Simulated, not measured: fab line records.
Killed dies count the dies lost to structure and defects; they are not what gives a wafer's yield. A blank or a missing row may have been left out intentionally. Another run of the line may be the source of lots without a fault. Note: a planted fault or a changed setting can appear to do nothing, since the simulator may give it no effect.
fab line records -- flow n5Finfet
record: lots: 8, wafers: 24, lastDay: 18
route steps=1938 shown MOL_CONTACT_COAG@529 BEOL_M4@1111 PASSIVATION@1936
lots untouched by any fault: they come from a run of this same line in which no faults occurred
startH: hours from the record's opening day to when the first of the lot's shown wafers began -- waitH: hours since the lot's step before -- " identical to the entry in the row above -- L1.1+2: a single row standing in for several wafers -- - either no value or no given start -- * or withheld: withheld -- < > ~ a bound
route shown NAME@n: NAME is a module with steps in the file, n the number in the route of the first one -- usual: mean/standard deviation of fault-free wafers -- same: alike in all rows -- chamber/n: place in a boat -- sites: each site's reading -- _std_site: the standard deviation of these -- _edge_site: outer sites' mean less inner sites' -- radiusMm: how far each site lies from the wafer's centre -- mask NAME#n: copy n -- behind: the most recent tool/chamber to have shaped the wafer -- hold: reason for holding the lot/hours on hold/outcome of the hold -- device: names the non-switching transistor (n, p or np) -- end of line: tests of these same wafers at the route's end -- for a step that has no rows: nothing shown but its recipe -- killed: count of dies lost to structure and defects at first sort (not the wafer's yield) -- map: per-die view of a wafer (x killed, . not killed, _ where there is no die)
set.NAME: the run value of the setting; set.NAME@STEP: its run value at that earlier step -- model.NAME: the simulator's own value behind a step, which no gauge read
a sample of lots followed through the steps of the route, with each step as a table and each wafer as a row
services: when a tool's chamber went out of use (startH, in hours from the record's first day, below 0 if earlier), for how many hours, and the reason
== steps ==
step: N5_MOL_CONTACT_COAG_DESCUM_13
recipe: chemistry: O2, timeS: 7, sourcePowerW: 50, biasPowerW: 20, pressureMtorr: 20, rfFrequencyHz: 2.712e+07, tempC: 40, resist: CAR-EUV, o2FlowSccm: 225
usual: chamberPressureMTorr: 19.999/0.016, drypumpMotorCurrentA: 5.6/0.48, oesProductAu: 0.79/0.1, rfVppV: 243.6/1.3, showerheadPlenumPTorr: 2.12/0.053, throttleValvePct: 20.47/0.22
lot.wafer,tool,chamber,startH,waitH,chamberPressureMTorr,drypumpMotorCurrentA,oesProductAu,rfHoursCounterH,rfVppV,showerheadPlenumPTorr,throttleValvePct
L249.1,rieDiel-02,3,139.17,0.3,20.003,6.4,1.00,2,246.3,2.23,20.23
L249.2,rieDiel-02,1,139.17,0.3,20.020,4.9,0.70,215,242.9,2.07,20.51
L249.6,rieDiel-02,2,139.17,0.3,19.984,5.8,0.88,-,243.9,2.14,20.35
L252.1,rieDiel-02,3,155.07,0.0,19.999,6.4,0.99,4,246.0,2.23,20.24
L252.3,rieDiel-02,2,155.07,0.0,20.017,5.8,0.88,36,244.7,2.13,20.37
L252.6,rieDiel-02,2,155.07,0.0,19.970,5.8,0.89,-,243.0,2.13,20.37
L254.2,rieDiel-05,1,166.05,0.0,19.995,5.4,0.74,168,242.1,2.08,20.61
L254.5,rieDiel-05,1,166.05,0.0,19.978,5.4,0.74,-,243.2,2.08,20.60
L254.6,rieDiel-05,0,166.05,0.0,19.995,6.3,0.72,-,242.4,2.11,20.79
L255.3,rieDiel-06,0,173.16,0.0,20.009,5.9,0.91,32,245.4,2.13,20.38
L255.5,rieDiel-06,0,173.16,0.0,19.985,5.8,0.90,-,242.1,2.13,20.40
L255.6,rieDiel-06,3,173.16,0.0,19.999,5.8,0.73,-,242.5,2.10,20.59
L258.1,rieDiel-05,1,191.14,0.2,19.983,5.4,0.74,175,241.6,2.08,20.61
L258.4,rieDiel-05,0,191.14,0.2,20.017,6.3,0.72,173,242.4,2.10,20.80
L258.6,rieDiel-05,0,191.14,0.2,19.990,6.2,0.71,-,244.1,2.11,20.81
L259.2,rieDiel-02,2,196.56,0.4,20.036,5.8,0.85,50,243.0,2.13,20.38
L259.3,rieDiel-02,1,196.56,0.4,19.969,5.0,0.70,230,243.1,2.07,20.53
L259.6,rieDiel-02,3,196.56,0.4,20.015,6.4,0.93,-,244.7,2.22,20.26
L261.1,rieDiel-02,2,205.32,0.0,19.999,5.8,0.85,54,242.5,2.13,20.37
L261.2,rieDiel-02,0,205.32,0.0,20.006,5.2,0.69,233,244.1,2.15,20.83
L261.5,rieDiel-02,1,205.32,0.0,19.975,5.0,0.69,-,243.3,2.07,20.52
L262.1,rieDiel-02,1,211.63,0.0,20.015,5.0,0.68,234,242.8,2.07,20.54
L262.4,rieDiel-02,3,211.63,0.0,20.014,6.4,0.92,25,245.3,2.22,20.26
L262.6,rieDiel-02,0,211.63,0.0,19.995,5.2,0.68,-,245.8,2.15,20.85
step: N5_MOL_CONTACT_COAG_STRIP_98
recipe: chemistry: N2/H2, powerW: 500, tempC: 40, pressureMtorr: 50, rfFrequencyHz: 6e+07, overashFraction: 0.3, biasPowerW: 8, h2Frac: 0.5, n2FlowSccm: 300, h2FlowSccm: 300
usual: chamberPressureMTorr: 49.99/0.082, drypumpMotorCurrentA: 5.7/0.48, oesProductAu: 0.79/0.1, rfVppV: 54.1/1.6, showerheadPlenumPTorr: 3.39/0.083, throttleValvePct: 18.9/0.32
lot.wafer,tool,chamber,startH,waitH,chamberPressureMTorr,drypumpMotorCurrentA,oesProductAu,rfHoursCounterH,rfVppV,showerheadPlenumPTorr,throttleValvePct
L249.1,rieDiel-02,3,139.50,0.0,49.97,6.4,0.98,2,53.3,3.55,18.1
L249.2,rieDiel-02,1,139.50,0.0,50.09,5.0,0.70,215,56.5,3.31,19.0
L249.6,rieDiel-02,2,139.50,0.0,49.94,5.8,0.89,-,56.9,3.41,18.9
L252.1,rieDiel-02,3,155.40,0.0,49.96,6.4,0.98,4,52.7,3.55,18.1
L252.3,rieDiel-02,2,155.40,0.0,50.06,5.8,0.89,36,52.3,3.41,18.9
L252.6,rieDiel-02,2,155.40,0.0,50.09,5.8,0.88,-,51.3,3.41,19.0
L254.2,rieDiel-05,1,166.37,0.0,49.93,5.4,0.74,168,51.9,3.35,19.0
L254.5,rieDiel-05,1,166.37,0.0,50.00,5.4,0.75,-,55.6,3.35,19.0
L254.6,rieDiel-05,0,166.37,0.0,49.99,6.2,0.73,-,51.2,3.34,19.0
L255.3,rieDiel-06,0,173.48,0.0,50.08,5.8,0.89,33,53.7,3.40,19.2
L255.5,rieDiel-06,0,173.48,0.0,49.95,5.8,0.91,-,55.2,3.40,19.2
L255.6,rieDiel-06,3,173.48,0.0,49.97,5.8,0.72,-,54.2,3.32,18.8
L258.1,rieDiel-05,1,191.47,0.0,49.99,5.4,0.74,175,54.3,3.34,19.0
L258.4,rieDiel-05,0,191.47,0.0,50.02,6.2,0.71,173,51.7,3.33,19.1
L258.6,rieDiel-05,0,191.47,0.0,50.15,6.2,0.71,-,54.6,3.34,19.1
L259.2,rieDiel-02,2,196.89,0.0,49.90,5.8,0.84,50,52.9,3.40,19.0
L259.3,rieDiel-02,1,196.89,0.0,49.89,5.0,0.70,230,54.9,3.30,19.0
L259.6,rieDiel-02,3,196.89,0.0,49.99,6.4,0.93,-,52.9,3.54,18.1
L261.1,rieDiel-02,2,205.65,0.0,49.95,5.8,0.84,54,53.9,3.40,18.9
L261.2,rieDiel-02,0,205.65,0.0,49.79,5.2,0.68,233,53.9,3.44,19.2
L261.5,rieDiel-02,1,205.65,0.0,49.97,4.9,0.68,-,51.8,3.30,19.0
L262.1,rieDiel-02,1,211.95,0.0,49.97,5.0,0.70,234,53.8,3.30,19.0
L262.4,rieDiel-02,3,211.95,0.0,49.87,6.4,0.93,25,52.6,3.53,18.1
L262.6,rieDiel-02,0,211.95,0.0,49.88,5.2,0.69,-,54.7,3.43,19.2
step: N5_MOL_CONTACT_COAG_TI_SIL_19
recipe: material: Ti, targetThkA: 42, tempC: 200, chamberPressurePa: 5, powerW: 5000, timeS: 15
usual: throttleValvePct: 30.1/0.92
lot.wafer,tool,chamber,startH,waitH,throttleValvePct
L249.1,pvdSputter-01,-,140.02,0.2,29.5
L249.2,pvdSputter-01,-,140.02,0.2,31.7
L249.6,pvdSputter-01,-,140.02,0.2,31.9
L252.1,pvdSputter-01,-,156.09,0.3,30.0
L252.3,pvdSputter-01,-,156.09,0.3,28.7
L252.6,pvdSputter-01,-,156.09,0.3,29.8
L254.2,pvdSputter-03,-,167.06,0.3,30.1
L254.5,pvdSputter-03,-,167.06,0.3,30.7
L254.6,pvdSputter-03,-,167.06,0.3,28.3
L255.3,pvdSputter-02,-,174.04,0.1,29.5
L255.5,pvdSputter-02,-,174.04,0.1,31.2
L255.6,pvdSputter-02,-,174.04,0.1,30.5
L258.1,pvdSputter-03,-,193.23,0.3,29.8
L258.4,pvdSputter-03,-,193.23,0.3,30.7
L258.6,pvdSputter-03,-,193.23,0.3,30.0
L259.2,pvdSputter-02,-,197.45,0.2,31.1
L259.3,pvdSputter-02,-,197.45,0.2,29.6
L259.6,pvdSputter-02,-,197.45,0.2,30.0
L261.1,pvdSputter-03,-,206.37,0.3,28.6
L261.2,pvdSputter-03,-,206.37,0.3,29.8
L261.5,pvdSputter-03,-,206.37,0.3,28.6
L262.1,pvdSputter-01,-,213.02,0.3,29.4
L262.4,pvdSputter-01,-,213.02,0.3,30.1
L262.6,pvdSputter-01,-,213.02,0.3,28.9
step: N5_MOL_CONTACT_COAG_ALD_27
recipe: material: SiOC, targetThkA: 170, tempC: 400, aldPrecursorFamily: carbosiloxane, aldCoReactant: H2-plasma, pulseTimeS: 1.5, timeS: 2720, purgeTimeS: 2, coReactantPurgeTimeS: 2, aldCycles: 340, pressureTorr: 2
usual: aldCycles: 340/0, chamberPressureTorr: 2.000/0.0042, heaterPowerW: 853/66, precursorPulseHeightRel: 0.999/0.019
lot.wafer,tool,chamber,startH,waitH,aldCycles,chamberPressureTorr,heaterPowerW,precursorPulseHeightRel,sinceWetCleanH
L249.1,aldSin-02,0,149.27,0.0,340,2.001,792,1.004,339
L249.2,aldSin-02,2,149.27,0.0,340,2.003,1011,0.994,339
L249.6,aldSin-02,1,149.27,0.0,340,2.000,946,1.013,-
L252.1,aldSin-04,2,161.78,0.0,-,-,-,-,-
L252.3,aldSin-04,3,161.78,0.0,-,-,-,-,-
L252.6,aldSin-04,0,161.78,0.0,-,-,-,-,-
L254.2,aldSin-04,3,171.39,0.0,-,-,-,-,-
L254.5,aldSin-04,0,171.39,0.0,-,-,-,-,-
L254.6,aldSin-04,3,171.39,0.0,-,-,-,-,-
L255.3,aldSin-01,1,184.91,0.8,340,2.007,810,0.990,-
L255.5,aldSin-01,3,184.91,0.8,340,1.996,855,1.020,-
L255.6,aldSin-01,1,184.91,0.8,340,2.003,838,1.018,-
L258.1,aldSin-02,0,198.32,0.0,340,2.002,796,1.029,8
L258.4,aldSin-02,3,198.32,0.0,340,1.999,999,0.982,8
L258.6,aldSin-02,0,198.32,0.0,340,2.001,765,0.990,-
L259.2,aldSin-04,1,203.97,0.0,340,2.007,790,1.028,105
L259.3,aldSin-04,0,203.97,0.0,340,2.001,924,1.003,105
L259.6,aldSin-04,3,203.97,0.0,340,1.997,801,1.004,-
L261.1,aldSin-04,0,212.09,0.1,340,2.003,915,1.017,113
L261.2,aldSin-04,2,212.09,0.1,340,1.999,815,1.000,113
L261.5,aldSin-04,1,212.09,0.1,340,2.005,791,0.992,-
L262.1,aldSin-02,3,217.92,0.0,340,1.998,975,1.019,27
L262.4,aldSin-02,0,217.92,0.0,340,2.006,769,0.995,27
L262.6,aldSin-02,3,217.92,0.0,340,2.000,985,1.007,-
step: N5_MOL_CONTACT_COAG_ETCH_48
recipe: chemistry: C4F6/O2, targetDepthA: 150, overetchA: 45, maskMaterial: SOC, target: SiOC, biasW: 465, pressureMtorr: 10, timeS: 17, sourceW: 335, Ar_flow_sccm: 300, C4F6_flow_sccm: 10, O2_flow_sccm: 10, ionEnergyEv: 576
usual: biasW: 464.9/1.2, chamberPressureMTorr: 9.999/0.0079, drypumpMotorCurrentA: 5.8/0.42, mfcArSccm: 300.0/0.96, oes_ar_750_au: 0.79/0.087, oes_f_703_au: 0.79/0.091, oes_o_777_au: 0.79/0.091, oesProductAu: 0.67/0.078, rfVppV: 1585/29, showerheadPlenumPTorr: 2.87/0.05, throttleValvePct: 40.5/0.39
lot.wafer,tool,chamber,startH,waitH,biasW,chamberPressureMTorr,drypumpMotorCurrentA,mfcArSccm,oes_ar_750_au,oes_f_703_au,oes_o_777_au,oesProductAu,rfHoursCounterH,rfVppV,showerheadPlenumPTorr,throttleValvePct
L249.1,rieDiel-06,3,154.54,0.0,465.7,10.004,5.8,298.9,0.75,0.76,0.77,0.61,168,1550,2.82,40.3
L249.2,rieDiel-06,0,154.54,0.0,464.0,9.998,5.8,300.2,0.89,0.90,0.89,0.73,27,1607,2.88,41.0
L249.6,rieDiel-06,2,154.54,0.0,464.5,9.997,6.3,299.8,0.70,0.68,0.67,0.57,-,1638,2.81,40.3
L252.1,rieDiel-06,3,167.21,0.0,465.2,10.006,5.8,298.9,0.75,0.77,0.76,0.28,173,1550,2.82,40.2
L252.3,rieDiel-06,1,167.21,0.0,466.0,9.992,5.8,300.5,0.86,0.87,0.85,0.32,36,1577,2.90,39.9
L252.6,rieDiel-06,2,167.21,0.0,463.6,9.990,6.3,299.6,0.70,0.68,0.67,0.27,-,1637,2.81,40.2
L254.2,rieDiel-05,1,176.24,0.0,465.9,9.993,5.4,300.7,0.74,0.76,0.76,0.28,172,1571,2.81,40.4
L254.5,rieDiel-05,3,176.24,0.0,464.1,10.004,5.3,300.7,0.89,0.89,0.89,0.33,-,1556,2.88,40.5
L254.6,rieDiel-05,0,176.24,0.0,464.2,9.996,6.2,299.3,0.71,0.72,0.72,0.27,-,1595,2.83,40.8
L255.3,rieDiel-06,3,192.35,0.0,463.6,9.995,5.8,300.9,0.74,0.76,0.76,0.60,179,1550,2.82,40.3
L255.5,rieDiel-06,0,192.35,0.0,464.8,10.005,5.8,301.1,0.88,0.88,0.87,0.75,-,1605,2.87,41.0
L255.6,rieDiel-06,3,192.35,0.0,463.7,10.002,5.8,300.4,0.74,0.75,0.76,0.61,-,1548,2.82,40.4
L258.1,rieDiel-02,0,203.43,0.0,467.4,9.987,5.2,300.6,0.70,0.71,0.72,0.56,232,1567,2.90,41.1
L258.4,rieDiel-02,3,203.43,0.0,465.9,9.999,6.3,299.6,0.89,0.91,0.91,0.74,22,1596,2.99,39.8
L258.6,rieDiel-02,3,203.43,0.0,464.5,9.983,6.3,300.5,0.89,0.90,0.91,0.73,-,1596,2.99,39.8
L259.2,rieDiel-06,2,208.62,0.0,466.2,9.992,6.3,300.0,0.69,0.67,0.66,0.54,212,1638,2.81,40.3
L259.3,rieDiel-06,3,208.62,0.0,465.4,9.997,5.8,298.4,0.74,0.76,0.76,0.58,184,1548,2.81,40.3
L259.6,rieDiel-06,0,208.62,0.0,466.0,9.994,5.8,299.6,0.87,0.87,0.86,0.72,-,1605,2.87,41.0
L261.1,rieDiel-02,1,216.76,0.0,464.3,9.994,5.0,299.0,0.69,0.67,0.67,0.57,237,1571,2.81,40.8
L261.2,rieDiel-02,3,216.76,0.0,465.8,10.015,6.4,301.5,0.89,0.89,0.89,0.77,27,1595,2.98,39.8
L261.5,rieDiel-02,3,216.76,0.0,465.9,10.013,6.4,300.0,0.90,0.90,0.90,0.75,-,1597,2.98,39.8
L262.1,rieDiel-02,3,223.36,0.0,464.1,10.008,6.3,299.2,0.88,0.90,0.90,0.73,30,1595,2.98,39.8
L262.4,rieDiel-02,1,223.36,0.0,463.5,10.005,5.0,298.8,0.68,0.68,0.67,0.56,240,1573,2.81,40.8
L262.6,rieDiel-02,2,223.36,0.0,462.8,9.995,5.8,301.0,0.84,0.84,0.84,0.68,-,1549,2.87,40.3
step: N5_BEOL_M4_RC_MEAS_101
usual: DIBL_N: 36.0/1.6, DIBL_P: 35.8/2, IOFF_N: 0.152/0.03, IOFF_P: 0.20/0.031, ION_N: 670/12, ION_P: 459/7.4, SS_N: 71.5/0.56, SS_P: 73.2/0.64, VT_N: 251/3.5, VT_P: -252/3.3
lot.wafer,tool,chamber,startH,waitH,DIBL_N[mV/V],DIBL_P[mV/V],IOFF_N[nA/um],IOFF_P[nA/um],ION_N[uA/um],ION_P[uA/um],SS_N[mV/dec],SS_P[mV/dec],VT_N[mV],VT_P[mV]
L249.1,prober-01,0,245.94,0.0,34.2,33.1,0.111,0.15,654,447,71.0,71.8,257,-257
L249.2,prober-01,0,245.94,0.0,35.1,34.1,0.124,0.15,647,441,71.6,72.7,255,-255
L249.6,prober-01,0,245.94,0.0,36.6,36.1,0.150,0.18,663,451,72.1,73.1,251,-256
L255.3,prober-01,0,285.29,0.3,34.8,36.5,0.157,0.21,672,461,71.3,72.7,249,-250
L255.5,prober-01,0,285.29,0.3,37.0,39.1,0.203,0.26,695,470,71.8,73.6,245,-246
L255.6,prober-01,0,285.29,0.3,37.5,39.4,0.224,0.26,686,466,72.0,73.6,243,-248
L258.1,prober-02,0,291.84,0.0,36.2,34.5,0.148,0.18,684,464,71.2,72.7,248,-255
L258.4,prober-02,0,291.84,0.0,37.3,34.6,0.146,0.17,674,447,71.6,72.7,254,-255
L258.6,prober-02,0,291.84,0.0,34.6,32.2,0.120,0.16,660,449,70.6,72.4,253,-256
L259.2,prober-02,0,294.19,0.2,35.6,35.8,0.151,0.20,687,469,71.3,73.7,250,-250
L259.3,prober-02,0,294.19,0.2,35.3,35.7,0.146,0.20,674,461,70.9,73.4,248,-251
L259.6,prober-02,0,294.19,0.2,36.1,35.7,0.150,0.20,673,459,71.2,72.6,249,-249
L262.1,prober-02,0,315.94,0.0,35.4,35.1,0.126,0.16,651,441,71.2,72.9,253,-254
L262.4,prober-02,0,315.94,0.0,35.7,37.0,0.139,0.18,671,461,71.3,73.1,253,-252
L262.6,prober-02,0,315.94,0.0,38.8,40.0,0.190,0.23,671,449,72.2,74.8,247,-251
L261.1,prober-02,0,328.96,0.0,35.5,33.7,0.136,0.21,674,473,70.9,72.8,254,-250
L261.2,prober-02,0,328.96,0.0,36.1,34.1,0.144,0.21,661,459,71.4,73.5,251,-246
L261.5,prober-02,0,328.96,0.0,35.4,33.8,0.135,0.20,664,459,71.3,73.4,251,-247
step: N5_PASSIVATION_PROBE_49
usual: defectLimitedYield: 91.6/1.4, killed_at_M0_to_M3: 33/10, killed_at_M4_up: 13/5.3, killedAtContacts: 13/5.9, killedAtFrontEnd: 36/12, killedAtOther: 4/3.1, killedDies: 99/16, killedOnRim: 13/4.2, killedOpen: 65/13, killedShort: 32/7.3, sort_bin_5_function: 4.9/0.9, sort_bin_6_memory: 3.1/0.66, sortNPass: 1081/17, sortYieldPct: 91.6/1.4
same: grossDies: 1180, killedAtBackSide: 0, sort_bin_4_leakage[%]: 0, sort_bin_8_speed[%]: 0
lot.wafer,tool,chamber,startH,waitH,defectLimitedYield[%],killed_at_M0_to_M3,killed_at_M4_up,killedAtContacts,killedAtFrontEnd,killedAtOther,killedDies,killedOnRim,killedOpen,killedShort,sort_bin_5_function[%],sort_bin_6_memory[%],sortNPass,sortYieldPct[%]
L249.1,prober-01,-,349.35,0.0,89.8,53,17,14,31,5,120,17,74,43,5.9,3.6,1060,89.8
L249.2,prober-01,-,349.40,0.1,92.7,29,14,11,26,6,86,18,55,26,3.7,3.2,1094,92.7
L249.6,prober-01,-,349.60,0.3,90.3,41,10,10,44,10,115,16,75,31,5.5,3.9,1065,90.3
L254.2,prober-02,-,365.97,0.1,28.3,37,20,750,37,2,846,151,83,24,68.9,2.6,334,28.3
L254.5,prober-02,-,366.12,0.2,27.3,19,13,783,38,5,858,152,63,25,69.2,3.2,322,27.3
L254.6,prober-02,-,366.17,0.3,24.8,28,15,781,62,1,887,151,77,31,71.0,3.0,293,24.8
L252.1,prober-02,-,379.39,0.0,27.6,52,11,714,72,5,854,45,106,43,66.9,5.0,326,27.6
L252.3,prober-02,-,379.49,0.1,25.8,30,5,766,72,2,875,151,76,34,69.6,3.5,305,25.8
L252.6,prober-02,-,379.64,0.3,26.1,31,11,769,52,9,872,151,80,31,70.1,3.6,308,26.1
L255.3,prober-01,-,398.02,0.1,92.6,13,9,18,45,2,87,14,49,37,4.6,2.5,1093,92.6
L255.5,prober-01,-,398.12,0.2,92.5,22,13,17,34,3,89,18,63,24,4.2,3.1,1091,92.5
L255.6,prober-01,-,398.17,0.3,91.6,22,12,21,40,4,99,13,52,45,4.5,3.4,1081,91.6
L262.1,prober-02,-,433.72,0.0,93.3,39,11,7,20,2,79,9,53,25,3.8,2.6,1101,93.3
L262.4,prober-02,-,433.87,0.2,92.0,31,10,7,43,3,94,10,53,40,4.8,2.7,1086,92.0
L262.6,prober-02,-,433.97,0.3,90.9,48,20,5,30,4,107,18,76,31,5.5,3.2,1073,90.9
killed by level:class
L249.1 BEOL_M0_SAQP:geometricParticle:open=15 BEOL_M0_SAQP:geometricParticle:short=15 BEOL_M1:geometricParticle:open=14 MOL_CONTACT_COAG:geometricParticle:open=12 FIN_SAQP:geometricParticle:open=6 BEOL_M1:geometricParticle:short=6 BEOL_M4:geometricParticle:short=6 STI_FIN_REVEAL:geometricParticle:open=4
L249.2 BEOL_M0_SAQP:geometricParticle:open=7 MOL_CONTACT_COAG:geometricParticle:open=7 BEOL_M0_SAQP:geometricParticle:short=6 BEOL_M2:geometricParticle:open=6 BEOL_M4:geometricParticle:open=6 FIN_SAQP:geometricParticle:open=4 FIN_SAQP:geometricParticle:short=4 STI_FIN_REVEAL:geometricParticle:open=4
L249.6 STI_FIN_REVEAL:geometricParticle:open=10 BEOL_M0_SAQP:geometricParticle:open=10 MOL_CONTACT_COAG:geometricParticle:open=9 BEOL_M0_SAQP:geometricParticle:short=8 BEOL_M2:geometricParticle:open=6 BEOL_M3:geometricParticle:open=6 GATE_CUT:geometricParticle:short=5 STARTING-WAFER:geometricParticle:open=5
L254.2 MOL_CONTACT_COAG:areaAld=738 BEOL_M3:geometricParticle:open=14 MOL_CONTACT_COAG:geometricParticle:open=12 BEOL_M4:geometricParticle:open=10 BEOL_M0_SAQP:geometricParticle:open=9 GATE_CUT:geometricParticle:open=8 GATE_CUT:geometricParticle:short=7 DUMMY_GATE:geometricParticle:open=5
L254.5 MOL_CONTACT_COAG:areaAld=767 MOL_CONTACT_COAG:geometricParticle:open=13 BEOL_M4:geometricParticle:open=9 FIN_SAQP:geometricParticle:short=8 FIN_SAQP:geometricParticle:open=7 DUMMY_GATE:geometricParticle:open=6 STI_FIN_REVEAL:geometricParticle:open=5 BEOL_M0:geometricParticle:open=5
L254.6 MOL_CONTACT_COAG:areaAld=768 FIN_SAQP:geometricParticle:open=18 BEOL_M3:geometricParticle:open=14 FIN_SAQP:geometricParticle:short=11 HKMG_FIN:areaEtch=10 DUMMY_GATE:geometricParticle:open=9 MOL_CONTACT_COAG:geometricParticle:open=9 STI_FIN_REVEAL:geometricParticle:open=7
L252.1 MOL_CONTACT_COAG:areaAld=705 FIN_SAQP:geometricParticle:open=22 STI_FIN_REVEAL:geometricParticle:open=21 FIN_SAQP:geometricParticle:short=14 BEOL_M2:geometricParticle:open=14 MOL_CONTACT_COAG:geometricParticle:open=9 BEOL_M0_SAQP:geometricParticle:short=7 BEOL_M1:geometricParticle:open=7
L252.3 MOL_CONTACT_COAG:areaAld=758 FIN_SAQP:geometricParticle:open=22 STI_FIN_REVEAL:geometricParticle:open=17 FIN_SAQP:geometricParticle:short=14 BEOL_M3:geometricParticle:open=7 HKMG_FIN:areaEtch=7 BEOL_M0_SAQP:geometricParticle:open=5 BEOL_M1:geometricParticle:open=4
L252.6 MOL_CONTACT_COAG:areaAld=761 FIN_SAQP:geometricParticle:open=20 FIN_SAQP:geometricParticle:short=12 STI_FIN_REVEAL:geometricParticle:open=7 MOL_CONTACT_COAG:geometricParticle:open=7 BEOL_M2:geometricParticle:open=6 BEOL_M1:geometricParticle:open=5 BEOL_M3:geometricParticle:open=5
L255.3 FIN_SAQP:geometricParticle:short=19 MOL_CONTACT_COAG:geometricParticle:open=16 FIN_SAQP:geometricParticle:open=5 DUMMY_GATE:geometricParticle:open=4 GATE_CUT:geometricParticle:short=4 BEOL_M2:geometricParticle:open=4 STI_FIN_REVEAL:geometricParticle:open=3 STARTING-WAFER:geometricParticle:open=3
L255.5 MOL_CONTACT_COAG:geometricParticle:open=15 STI_FIN_REVEAL:geometricParticle:open=7 DUMMY_GATE:geometricParticle:open=7 GATE_CUT:geometricParticle:short=5 BEOL_M0:geometricParticle:open=5 BEOL_M3:geometricParticle:open=5 BEOL_M4:geometricParticle:open=4 BEOL_M5:geometricParticle:open=4
L255.6 FIN_SAQP:geometricParticle:short=19 MOL_CONTACT_COAG:geometricParticle:open=15 BEOL_M0_SAQP:geometricParticle:short=10 FIN_SAQP:geometricParticle:open=9 MOL_CONTACT_COAG:geometricParticle:short=6 BEOL_M5:geometricParticle:open=6 BEOL_M0_SAQP:geometricParticle:open=5 PASS1_CAP:geometricParticle:short=4
L262.1 BEOL_M0_SAQP:geometricParticle:open=11 BEOL_M0_SAQP:geometricParticle:short=11 FIN_SAQP:geometricParticle:open=7 MOL_CONTACT_COAG:geometricParticle:open=7 DUMMY_GATE:geometricParticle:open=5 BEOL_M4:geometricParticle:open=5 BEOL_M3:geometricParticle:open=4 FIN_SAQP:geometricParticle:short=3
L262.4 FIN_SAQP:geometricParticle:short=12 BEOL_M0_SAQP:geometricParticle:short=12 BEOL_M0_SAQP:geometricParticle:open=10 STARTING-WAFER:geometricParticle:open=8 BEOL_M4:geometricParticle:open=6 FIN_SAQP:geometricParticle:open=5 MOL_CONTACT_COAG:geometricParticle:open=5 STI_FIN_REVEAL:geometricParticle:open=3
L262.6 BEOL_M0_SAQP:geometricParticle:open=20 BEOL_M0_SAQP:geometricParticle:short=11 DUMMY_GATE:geometricParticle:open=9 BEOL_M1:geometricParticle:open=8 BEOL_M4:geometricParticle:open=7 BEOL_M7:geometricParticle:open=7 STI_FIN_REVEAL:geometricParticle:open=6 MOL_CONTACT_COAG:geometricParticle:open=5
== services ==
tool,chamber,startH,hours,kind
rieDiel-05,3,118.81,5.5,repair
pvdSputter-01,-,143.59,5.2,repair
rieDiel-02,0,153.84,5.9,repair
rieDiel-02,1,156.34,5.9,repair
aldSin-02,-,176.82,14.0,pm
aldSin-02,0,176.82,14.0,ventCycle
aldSin-02,1,176.82,14.0,ventCycle
aldSin-02,2,176.82,14.0,ventCycle
aldSin-02,3,176.82,14.0,ventCycle
rieDiel-02,0,190.66,4.0,repair
aldSin-02,0,190.82,-,clean
aldSin-02,1,190.82,-,clean
aldSin-02,2,190.82,-,clean
aldSin-02,3,190.82,-,clean
aldSin-02,3,191.22,1.4,repair
rieDiel-02,2,212.97,7.8,repair
aldSin-04,-,220.24,6.1,pm
== key ==
firstSign: step: N5_MOL_CONTACT_COAG_ALD_27, reading: toolRecord, direction: missing
effect: step: N5_MOL_CONTACT_COAG_ETCH_48, reading: oesProductAu, direction: down, sigmas: 4.8, usual: 0.67, struck: 0.29
effect: step: N5_PASSIVATION_PROBE_49, reading: killedAtContacts, direction: up, sigmas: 99+, usual: 13, struck: 760
moreKillsBornAt: N5_MOL_CONTACT_COAG_ALD_27@aldSin-04: 4497
metAt N5_MOL_CONTACT_COAG_ALD_27
struckLots L252,L254
laterRowsLeftOut L252.1,L252.3,L252.6,L254.2,L254.5,L254.6
notActingAt N5_MOL_CONTACT_COAG_DESCUM_13,N5_MOL_CONTACT_COAG_STRIP_98,N5_MOL_CONTACT_COAG_TI_SIL_19
onsetBetween 149.27 161.78
fault: kind: skippedStepWhole, tool: aldSin-02,aldSin-04, chamber: -, onsetH: 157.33, steps: N5_MOL_CONTACT_COAG_ALD_27, scope: struckLotsOnly
laterRowsLeftOut: the simulator's readings of these wafers behind a module that went badly wrong aren't trusted and aren't shown, but for the sort
